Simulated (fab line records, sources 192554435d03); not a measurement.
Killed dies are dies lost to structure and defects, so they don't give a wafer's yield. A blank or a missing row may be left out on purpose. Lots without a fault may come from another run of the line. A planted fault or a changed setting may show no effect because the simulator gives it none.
Chamber matching | flow n5_finfet | N5_BEOL_M6_DEP_56 on pecvd-02: 3 sister chambers
The step deposits SiCN from 3MS/NH3, target thk 10 nm, time 17.5 s. 6 wafers are shown with their chamber, then 7 later ones without.

WAFERS WITH THEIR CHAMBER
wafer  | chamber | showerhead_plenum_p_Torr (Torr) | throttle_valve_pct (%)
L075.1 | 2       | 3.650                           | 9.0
L083.4 | 2       | 3.649                           | 9.1
L085.2 | 1       | 3.661                           | 9.4
L085.5 | 0       | 3.676                           | 9.5
L086.1 | 0       | 3.678                           | 9.2
L086.4 | 1       | 3.671                           | 9.5

WAFERS WITHOUT THEIR CHAMBER
wafer  | showerhead_plenum_p_Torr (Torr) | throttle_valve_pct (%)
L086.6 | 3.647                           | 8.5
L096.1 | 3.644                           | 9.0
L096.2 | 3.679                           | 8.9
L096.3 | 3.666                           | 9.3
L096.4 | 3.657                           | 9.2
L096.5 | 3.670                           | 9.5
L096.6 | 3.642                           | 9.2

WHICH CHAMBER EACH WENT THROUGH
wafer  | from the rows above     | in truth
L086.6 | 2                       | 2
L096.1 | 2                       | 2
L096.2 | can't be placed: 0 or 1 | 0
L096.3 | can't be placed: 1 or 0 | 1
L096.4 | can't be placed: 2 or 1 | 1
L096.5 | can't be placed: 1 or 0 | 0
L096.6 | 2                       | 2
Placed correctly: 3 of 7. Can't be placed from these rows: 4 (the true chamber is among the candidates in 4). Placed wrongly: 0.
How it was worked out, from the rows above alone: a wafer's distance from a chamber is the root of the sum, over the readings, of the square of ((its reading less the chamber's mean) divided by the reading's scatter). The wafer belongs to the nearest chamber; if the next one is less than 2 further off, it can't be placed. A chamber's mean is the mean of its shown wafers. The scatter: the root of (the sum of the squares of (reading less its chamber's mean) over the shown wafers, divided by (wafers less chambers)).
